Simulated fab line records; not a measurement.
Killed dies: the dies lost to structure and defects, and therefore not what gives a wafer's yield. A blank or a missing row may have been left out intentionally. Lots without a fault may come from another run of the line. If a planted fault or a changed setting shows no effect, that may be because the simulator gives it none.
Split-lot study | flow n5 finfet | 39 wafers read across 7 lots, on a route 1938 steps long

== THE SPLIT ITSELF ==
At N5_HKMG_FIN_ETCH_54 (etches SiARC in CF4, target depth 45.5 nm, time 75.8 s), the setting source w was moved away from the recipe's 545 W on 18 of the 39 wafers read, by -17.4% to +16.1%. This setting was run at the recipe's value on the other wafers.

The reading comes from the split's own step.

== THE READING ==
rf vpp V, in V, at N5_HKMG_FIN_ETCH_54 (etches SiARC in CF4, target depth 45.5 nm, time 75.8 s). Typical for fault-free wafers on this fab line: 184.0 V, with standard deviation 1.2 V.

wafer  | tool, chamber at the split | source w as run, W | against the recipe | rf vpp V, V | against lot-mates on the recipe
L074.1 | rie diel-02, 0             | 545                | recipe             | 181.7       | -
L074.2 | rie diel-02, 2             | 571.9              | +4.9%              | 181.0       | -1.5
L074.3 | rie diel-02, 1             | 545                | recipe             | 183.7       | -
L074.4 | rie diel-02, 3             | 571.9              | +4.9%              | 179.3       | -3.2
L074.5 | rie diel-02, 2             | 571.9              | +4.9%              | 181.5       | -1.0
L074.6 | rie diel-02, 3             | 545                | recipe             | 182.0       | -
L080.1 | rie diel-03, 1             | 545                | recipe             | 181.8       | -
L080.2 | rie diel-03, 3             | 545                | recipe             | 185.3       | -
L080.3 | rie diel-03, 2             | 632.9              | +16.1%             | 173.3       | -9.7
L080.4 | rie diel-03, 0             | 632.9              | +16.1%             | 174.1       | -8.9
L080.5 | rie diel-03, 0             | 632.9              | +16.1%             | 174.9       | -8.1
L080.6 | rie diel-03, 1             | 545                | recipe             | 181.8       | -
L085.1 | rie diel-04, 0             | 627.6              | +15.2%             | 175.0       | -8.1
L085.2 | rie diel-04, 3             | 545                | recipe             | 182.3       | -
L085.3 | rie diel-04, 2             | 545                | recipe             | 183.3       | -
L085.4 | rie diel-04, 1             | 627.6              | +15.2%             | 177.6       | -5.5
L085.5 | rie diel-04, 0             | 545                | recipe             | 183.6       | -
L085.6 | rie diel-04, 3             | 627.6              | +15.2%             | 176.7       | -6.4
L088.1 | rie diel-02, 3             | 545                | recipe             | 185.9       | -
L088.2 | rie diel-02, 0             | 545                | recipe             | 182.8       | -
L088.3 | rie diel-02, 2             | 545                | recipe             | 184.3       | -
L088.4 | rie diel-02, 1             | 512.7              | -5.9%              | 188.1       | +3.8
L088.5 | rie diel-02, 0             | 512.7              | -5.9%              | 186.2       | +1.9
L088.6 | rie diel-02, 3             | 512.7              | -5.9%              | 190.0       | +5.7
L089.1 | rie diel-03, 3             | 545                | recipe             | 184.1       | -
L089.2 | rie diel-03, 2             | 545                | recipe             | 184.4       | -
L089.3 | rie diel-03, 1             | 545                | recipe             | 182.9       | -
L090.1 | rie diel-04, 1             | 450.2              | -17.4%             | 196.6       | +12.7
L090.2 | rie diel-04, 2             | 450.2              | -17.4%             | 195.7       | +11.8
L090.3 | rie diel-04, 0             | 545                | recipe             | 184.1       | -
L090.4 | rie diel-04, 2             | 545                | recipe             | 184.1       | -
L090.5 | rie diel-04, 1             | 450.2              | -17.4%             | 197.4       | +13.5
L090.6 | rie diel-04, 0             | 545                | recipe             | 183.6       | -
L091.1 | rie diel-02, 3             | 480.1              | -11.9%             | 194.6       | +9.8
L091.2 | rie diel-02, 0             | 480.1              | -11.9%             | 191.0       | +6.2
L091.3 | rie diel-02, 2             | 545                | recipe             | 183.6       | -
L091.4 | rie diel-02, 0             | 545                | recipe             | 183.9       | -
L091.5 | rie diel-02, 2             | 480.1              | -11.9%             | 190.8       | +6.0
L091.6 | rie diel-02, 3             | 545                | recipe             | 186.8       | -

FIT RESULTS
A straight line over all 39 wafers: rf vpp V changes by -0.635 V for each +1% of source w; r = -0.97; the points scatter about the line by 1.5 V.
The same after taking each lot's own level away (the mean of its wafers on the recipe; 39 wafers): -0.587 V for each +1%; r = -0.96; scatter 1.4 V.
On that fit, the largest move of source w shifts the reading by 10 V.
The lots' own levels span 182.47 to 184.77 V, that is 1.9 times the standard deviation above.
The two slopes are in agreement: the lot-to-lot level therefore moves the slope only a little.
Check: for one of the wafers moved furthest among these (-17.4%), held out of the fit, the line's prediction against its lot-mates is +10.5 V. Against them it came out at +12.7 V.
Tool readings at the split's step, against how far the setting was moved: etch rf on time s r = -0.97; rf vpp V r = -0.97.

== OTHER SPLITS ON THESE WAFERS ==
Before the reading, these wafers also passed through other splits. Each is held against what the fit with the lots' levels taken away leaves over:
other split on the same wafers | wafers away from the commonest value | r with rf vpp V (lot level and that fit taken away)
N5_WELL_APT_EPI_41 time s      | 12                                   | +0.18
N5_SD_EPI_N_EXPOSE_06 dose mj  | 15                                   | +0.22

== THE WHOLE CHAIN: every reading that the file lists as answering this split, in the file's order ==
step                | what it does                                           | reading           | change (the file's fit)              | r (the file's)
N5_HKMG_FIN_ETCH_54 | etches SiARC in CF4, target depth 45.5 nm, time 75.8 s | etch rf on time s | withheld for each +1% of the setting | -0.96
N5_HKMG_FIN_ETCH_54 | etches SiARC in CF4, target depth 45.5 nm, time 75.8 s | rf vpp V          | -0.585 V for each +1% of the setting | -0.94

== FILE'S OWN FIT ==
rf vpp V changes by -0.585 V for each +1% of source w, r = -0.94.
